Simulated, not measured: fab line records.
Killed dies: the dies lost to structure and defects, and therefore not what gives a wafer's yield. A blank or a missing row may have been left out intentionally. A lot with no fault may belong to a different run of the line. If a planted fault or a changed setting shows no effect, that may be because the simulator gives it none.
Which tool did it?    flow nandHarc    24 lots, 72 wafers sampled, at 5 steps of a route of 1159

== WHAT THE GAUGES READ, wafer by wafer ==
NHARC_A_CONTACT_INSPECT_23.
lot   measured      on                rawDefectCount
L074  day 16 21:50  defectInspect-02  668 465 493
L075  day 17 13:08  defectInspect-02  761 729 420
L076  day 17 13:32  defectInspect-01  206 307 619
L077  day 17 16:55  defectInspect-01  376 797 606
L080  day 17 23:31  defectInspect-02  458 415 496
L079  day 17 23:47  defectInspect-01  479 317 446
L078  day 18 03:05  defectInspect-02  382 524 607
L081  day 18 20:25  defectInspect-01  692 649 426
L082  day 19 07:04  defectInspect-01  690 424 524
L083  day 19 09:54  defectInspect-02  658 448 598
L084  day 19 15:12  defectInspect-02  813 511 378
L086  day 19 22:42  defectInspect-02  274 274 257
L087  day 19 23:01  defectInspect-01  318 231 233
L088  day 20 05:07  defectInspect-01  335 506 418
L085  day 20 05:50  defectInspect-02  247 314 389
L089  day 20 23:44  defectInspect-02  324 526 394
L090  day 21 08:59  defectInspect-01  598 437 475
L091  day 21 15:34  defectInspect-01  450 508 773
L092  day 21 16:17  defectInspect-01  487 690 577
L094  day 22 13:23  defectInspect-01  362 340 410
L095  day 22 16:38  defectInspect-02  278 238 380
L093  day 22 23:22  defectInspect-01  695 482 705
L096  day 23 00:52  defectInspect-02  395 481 604
L097  day 23 08:15  defectInspect-01  572 517 359

== WHICH TOOL RAN EACH LOT (tool, then ch and the chambers of the sampled wafers, then the start) ==
lot   NHARC_A_CONTACT_ETCH_136            NHARC_A_CONTACT_ETCH_138            NHARC_A_CONTACT_ETCH_139            NHARC_A_CONTACT_CVD_19
L074  harCapEtch-02 ch 0,1, day 16 16:58  harCapEtch-02 ch 0,1, day 16 17:13  harCapEtch-02 ch 0,1, day 16 17:23  cvdW-01 ch 0,1, day 16 21:50 or earlier
L075  harCapEtch-03 ch 0,1, day 17 06:08  harCapEtch-03 ch 0,1, day 17 06:27  harCapEtch-03 ch 0,1, day 17 06:37  cvdW-02 ch 0,1, day 17 13:08 or earlier
L076  harCapEtch-03 ch 0,1, day 17 07:21  harCapEtch-03 ch 0,1, day 17 07:40  harCapEtch-03 ch 0,1, day 17 07:50  cvdW-01 ch 0,1, day 17 13:32 or earlier
L077  harCapEtch-01 ch 0,1, day 17 13:20  harCapEtch-01 ch 0,1, day 17 13:34  harCapEtch-01 ch 0,1, day 17 13:41  cvdW-02 ch 0,1, day 17 16:55 or earlier
L080  harCapEtch-02 ch 1, day 17 17:51    harCapEtch-02 ch 1, day 17 18:11    harCapEtch-02 ch 1, day 17 18:20    cvdW-01 ch 0,1, day 17 23:31 or earlier
L079  harCapEtch-01 ch 0, day 17 18:35    harCapEtch-01 ch 0, day 17 18:50    harCapEtch-01 ch 0, day 17 18:58    cvdW-02 ch 0,1, day 17 23:47 or earlier
L078  harCapEtch-03 ch 0,1, day 17 20:57  harCapEtch-03 ch 0,1, day 17 21:12  harCapEtch-03 ch 0,1, day 17 21:20  cvdW-01 ch 0,1, day 18 03:05 or earlier
L081  harCapEtch-01 ch 0,1, day 18 16:50  harCapEtch-01 ch 0,1, day 18 17:05  harCapEtch-01 ch 0,1, day 18 17:13  cvdW-01 ch 0,1, day 18 20:25 or earlier
L082  harCapEtch-03 ch 0,1, day 19 03:31  harCapEtch-03 ch 0,1, day 19 03:46  harCapEtch-03 ch 0,1, day 19 03:53  cvdW-01 ch 0,1, day 19 07:04 or earlier
L083  harCapEtch-02 ch 0,1, day 19 06:26  harCapEtch-02 ch 0,1, day 19 06:41  harCapEtch-02 ch 0,1, day 19 06:49  cvdW-02 ch 0,1, day 19 09:54 or earlier
L084  harCapEtch-03 ch 0,1, day 19 11:37  harCapEtch-03 ch 0,1, day 19 11:52  harCapEtch-03 ch 0,1, day 19 12:02  cvdW-01 ch 0,1, day 19 15:12 or earlier
L086  harCapEtch-02 ch 0,1, day 19 17:08  harCapEtch-02 ch 0,1, day 19 17:23  harCapEtch-02 ch 0,1, day 19 17:31  cvdW-02 ch 0,1, day 19 22:42 or earlier
L087  harCapEtch-02 ch 0,1, day 19 19:25  harCapEtch-02 ch 0,1, day 19 19:40  harCapEtch-02 ch 0,1, day 19 19:47  cvdW-01 ch 0,1, day 19 23:01 or earlier
L088  harCapEtch-03 ch 0,1, day 19 23:28  harCapEtch-03 ch 0,1, day 19 23:43  harCapEtch-03 ch 0,1, day 19 23:52  cvdW-02 ch 0,1, day 20 05:07 or earlier
L085  harCapEtch-01 ch 0,1, day 20 00:34  harCapEtch-01 ch 0,1, day 20 00:49  harCapEtch-01 ch 0,1, day 20 00:56  cvdW-01 ch 0,1, day 20 05:50 or earlier
L089  harCapEtch-01 ch 0,1, day 20 20:12  harCapEtch-01 ch 0,1, day 20 20:27  harCapEtch-01 ch 0,1, day 20 20:35  cvdW-02 ch 0,1, day 20 23:44 or earlier
L090  harCapEtch-03 ch 0,1, day 20 21:26  harCapEtch-03 ch 0,1, day 20 21:41  harCapEtch-03 ch 0,1, day 20 21:49  cvdW-02 ch 0,1, day 21 08:59 or earlier
L091  harCapEtch-03 ch 0,1, day 21 06:05  harCapEtch-03 ch 0,1, day 21 06:20  harCapEtch-03 ch 0,1, day 21 06:31  cvdW-02 ch 0,1, day 21 15:34 or earlier
L092  harCapEtch-02 ch 1, day 21 07:32    harCapEtch-02 ch 1, day 21 07:51    harCapEtch-02 ch 1, day 21 08:01    cvdW-02 ch 0, day 21 16:17 or earlier
L094  harCapEtch-03 ch 0,1, day 22 09:46  harCapEtch-03 ch 0,1, day 22 10:00  harCapEtch-03 ch 0,1, day 22 10:08  cvdW-01 ch 0,1, day 22 13:23 or earlier
L095  harCapEtch-01 ch 0,1, day 22 13:10  harCapEtch-01 ch 0,1, day 22 13:25  harCapEtch-01 ch 0,1, day 22 13:32  cvdW-01 ch 0,1, day 22 16:38 or earlier
L093  harCapEtch-02 ch 0,1, day 22 18:52  harCapEtch-02 ch 0,1, day 22 19:07  harCapEtch-02 ch 0,1, day 22 19:14  cvdW-01 ch 0,1, day 22 23:22 or earlier
L096  harCapEtch-03 ch 0,1, day 22 21:26  harCapEtch-03 ch 0,1, day 22 21:40  harCapEtch-03 ch 0,1, day 22 21:49  cvdW-02 ch 0,1, day 23 00:52 or earlier
L097  harCapEtch-01 ch 0,1, day 23 00:41  harCapEtch-01 ch 0,1, day 23 00:56  harCapEtch-01 ch 0,1, day 23 01:04  cvdW-02 ch 0,1, day 23 08:15 or earlier
- NHARC_A_CONTACT_ETCH_136: etches the open film in C4F8/O2/Ar, time 132 s, target depth 1287 nm.
- NHARC_A_CONTACT_ETCH_138: etches the open film in C4F8/O2/Ar, time 132 s, target depth 1289 nm.
- NHARC_A_CONTACT_ETCH_139: etches the open film in C4F8/O2/Ar, time 137 s, target depth 590 nm.
- NHARC_A_CONTACT_CVD_19: deposits W, target thk 300 nm, time 802 s.

== WHAT THE TOOLS THEMSELVES READ (means of the sampled wafers that have a number; where no wafer has one, the mark that the record gives instead) ==
NHARC_A_CONTACT_CVD_19.
lot   tool     heaterPowerW (W)  mfcH2Sccm (sccm)  throttleValvePct (%)
L074  cvdW-01  487               1601              8.01
L075  cvdW-02  438               1595              7.67
L076  cvdW-01  485               1595              8.07
L077  cvdW-02  439               1600              7.60
L080  cvdW-01  492               1601              7.91
L079  cvdW-02  435               1601              7.69
L078  cvdW-01  491               1600              8.13
L081  cvdW-01  487               1600              8.18
L082  cvdW-01  492               1602              8.15
L083  cvdW-02  440               1595              7.77
L084  cvdW-01  498               1598              7.99
L086  cvdW-02  443               1599              7.78
L087  cvdW-01  495               1600              8.00
L088  cvdW-02  438               1597              7.64
L085  cvdW-01  483               1602              8.09
L089  cvdW-02  437               1594              7.83
L090  cvdW-02  435               1600              8.00
L091  cvdW-02  437               1600              7.72
L092  cvdW-02  449               1601              7.80
L094  cvdW-01  473               1595              8.09
L095  cvdW-01  479               1594              8.19
L093  cvdW-01  475               1602              8.04
L096  cvdW-02  436               1599              7.86
L097  cvdW-02  442               1598              7.78

== THE ANSWER, worked out from the rows above alone ==
Rule: the lots themselves supply what counts as usual. The widest of any qualifying gaps counts: lots, ordered by their means at a reading, are off when they make up no more than a third of the lots, leave a main group of 4 or more, and stand apart from it by 3 or more times the standard deviation of that group's means. A main group whose means are all the same, to the digits that the tables above print for the reading, isn't used. A lot without any number at a reading at which 4 lots or more have one is off too. The other lots that the step has rows for count as sound. After the gauges, taken in route order, come the tools' own readings; for these a lot's mean is taken, as printed above. At the first step where some lot is off, the reading lying furthest off is the one used; lots without a number count as furthest.
Nothing can be told from this: no lot is off at any reading shown.

== WHAT WAS PUT IN BY THE SIMULATOR ==
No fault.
